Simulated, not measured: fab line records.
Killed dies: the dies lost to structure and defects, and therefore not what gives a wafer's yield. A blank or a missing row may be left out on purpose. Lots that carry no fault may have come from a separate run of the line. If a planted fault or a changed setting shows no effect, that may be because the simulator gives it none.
Struck lot and sound lot, side by side / flow nand harc / 40 steps out of a route of 1159
Sound: the wafers L332.1, L332.4, L332.5. The struck wafers were L349.1, L349.3, L349.4. The cause comes at the end.
Order at every step that has rows: each side's tool, ch and its chambers, its first start. Under that, the readings that differ: sound wafers / struck wafers / difference of the means / sigmas: that difference in standard deviations of wafers without a fault.
alike: readings with means less than 2 such deviations apart, plus words and numbers identical on both sides. not compared: withheld readings, readings lacking a value on some wafer, bounds such as >300 that could conceal the same value, and numbers that have no deviation in the record and whose values overlap.
Wherever a step has rows on one side only, a row that says differs or no value, or a row with sigmas, the two part there. Numbers that have no deviation but don't overlap get no sigmas and don't part them. Lack of a reading on every wafer of one side parts them only where that side has two or more wafers.

first, 4 steps without rows for these wafers: NHARC_P_M0_PRE_CLEAN_29 (time 30 s); NHARC_P_M0_PVD_20 (deposits TaN, target thk 5 nm, time 8.06 s); NHARC_P_M0_PVD_21 (deposits Cu, target thk 30 nm, time 20.49 s); NHARC_P_M0_ECD_22 (material Cu, target thk 400 nm).
NHARC_P_M0_ANNEAL_30: time 90 s.
  sound on rtp anneal-02 ch 0, day 6 10:37; struck on rtp anneal-02 ch 0, day 10 18:40
  alike: anneal temp c max, wafer_temp_C_max
NHARC_P_M0_CMP_23: polishes, t overpolish 20 s, target thk 117.53 nm.
  sound on cmp-01 ch 0,2,3, day 6 11:02; struck on cmp-03 ch 0,1,2, day 10 19:01
  alike: motor current A, time to endpoint s
NHARC_P_M0_THK_MEAS_24: measures by xrf.
  sound: film metro-01 at day 6 11:17; struck: film metro-01 at day 10 19:20
reading=thk nm (nm); sound=114.2 114.6 117.4; struck=117.7 120.1 117.5; difference=+3.0; sigmas=+2
next, for these wafers, 1 step has no rows: NHARC_P_M0_SRD_25.
NHARC_P_M0_INSPECT_27:
  sound: defect inspect-01 at day 6 11:26; struck: defect inspect-01 at day 10 19:29
  alike: raw defect count
then, 2 steps without rows for these wafers: NHARC_P_M0_PRE_CLEAN_31 (time 12 s); NHARC_P_M0_DEP_32 (deposits SiCN, target thk 30 nm).
NHARC_P_M1_DEP_00: deposits SiOC, target thk 182.5 nm.
  sound on pecvd-04 ch 0,1,2, day 6 12:05; struck on pecvd-04 ch 0,1,2, day 10 20:03
then, 9 steps without rows for these wafers: NHARC_P_M1_DEHYDRATE_01 (time 120 s); NHARC_P_M1_HMDS_02 (time 30 s); NHARC_P_M1_COAT_34 (time 65 s); NHARC_P_M1_COAT_03 (resist thk 90 nm); NHARC_P_M1_SOFTBAKE_04 (time 55 s); NHARC_P_M1_EBR_05; NHARC_P_M1_EXPOSE_06 (exposes mask P M1, target cd 130 nm); NHARC_P_M1_PEB_07 (peb time 65 s); NHARC_P_M1_DEVELOP_08 (develop time 35 s).
NHARC_P_M1_CD_MEAS_09 targets a cd of 130 nm.
  sound on cd sem-03 ch 0, day 6 12:43; struck on cd sem-02 ch 0, day 10 20:46
  alike: cd nm
NHARC_P_M1_OVL_MEAS_10: pitch 260 nm.
  sound: overlay-01 at day 6 12:48; struck: overlay-02 at day 10 20:50
  alike: overlay x nm, overlay y nm
NHARC_P_M1_INSPECT_11:
  sound: defect inspect-02 at day 6 12:50; struck: defect inspect-01 at day 10 20:53
  alike: raw defect count
then, 2 steps without rows for these wafers: NHARC_P_M1_DESCUM_14 (chemistry O2, time 3 s); NHARC_P_M1_ETCH_35 (etches the open film in N2/H2, target depth 40 nm, overetch 12 nm, time 43.94 s).
NHARC_P_M1_ETCH_15: etches the open film in C4F8/Ar, target depth 182.5 nm, time 91.2 s.
  sound: rie diel-12 ch 1,2,3; struck: rie diel-12 ch 0,1,3
  alike: oes product au, rf vpp V
  not compared: rf hours counter h
NHARC_P_M1_CD_MEAS_16:
  sound: cd sem-02 at day 6 13:12; struck: cd sem-02 at day 10 21:15
  alike: cd nm
then, 5 steps without rows for these wafers: NHARC_P_M1_STRIP_18 (strips in N2/H2); NHARC_P_M1_ETCH_28 (etches the open film in CF4/N2, target depth 30 nm, time 72.99 s); NHARC_P_M1_STRIP_19 (strips in post etch residue remover, time 600 s); NHARC_P_M1_DEGAS_29 (time 60 s); NHARC_P_M1_PRE_CLEAN_30 (time 30 s).
NHARC_P_M1_PVD_20: deposits TaN, target thk 5 nm, time 8.06 s.
  sound on pvd sputter-02; struck on pvd sputter-02
  alike: chamber pressure pa, throttle valve pct
then, 2 steps without rows for these wafers: NHARC_P_M1_PVD_21 (deposits Cu, target thk 30 nm, time 20.49 s); NHARC_P_M1_ECD_22 (material Cu, target thk 400 nm).
NHARC_P_M1_ANNEAL_31: time 90 s.
  sound on rtp anneal-01 ch 0, day 6 14:40; struck on rtp anneal-01 ch 0, day 10 22:42
  alike: anneal temp c max, wafer_temp_C_max
then, 2 steps without rows for these wafers: NHARC_P_M1_CMP_23 (polishes, t overpolish 20 s, target thk 157.82 nm); NHARC_P_M1_SRD_25.
-- record jumps: 13 days between struck wafers' starts before vs after; left off in module P_M1, resumes in module END, first step shown is number 1159 of the route --
NHARC_END_SORT_01:
  sound on prober-02 ch 0, day 20 09:07; struck on prober-01 ch 0, day 24 09:15
reading=defect limited yield (%); sound=94.7 95.4 96.3; struck=0 0 0; difference=-95; sigmas=-64
reading=killed at periphery; sound=5 3 3; struck=640 642 646; difference=+639; sigmas=+99 or more
reading=killed dies; sound=36 31 25; struck=677 677 677; difference=+646; sigmas=+65
reading=sort_bin_2_pct (%); sound=1.5 1.2 1.3; struck=96.0 96.2 95.9; difference=+94.7; sigmas=+99 or more
reading=sort n pass; sound=641 646 652; struck=0 0 0; difference=-646; sigmas=-65
reading=sort rim yield pct (%); sound=98.1 96.2 96.2; struck=0 0 0; difference=-97; sigmas=-35
reading=sort yield pct (%); sound=94.7 95.4 96.3; struck=0 0 0; difference=-95; sigmas=-64
  alike: killed at array, killed at other, killed open, killed short, sort_bin_3_pct, sort_bin_4_pct

== WHERE THEY PART ==
Last at NHARC_END_SORT_01 as far as this record goes, first at NHARC_P_M0_THK_MEAS_24.

WHY: whatever the simulator had introduced
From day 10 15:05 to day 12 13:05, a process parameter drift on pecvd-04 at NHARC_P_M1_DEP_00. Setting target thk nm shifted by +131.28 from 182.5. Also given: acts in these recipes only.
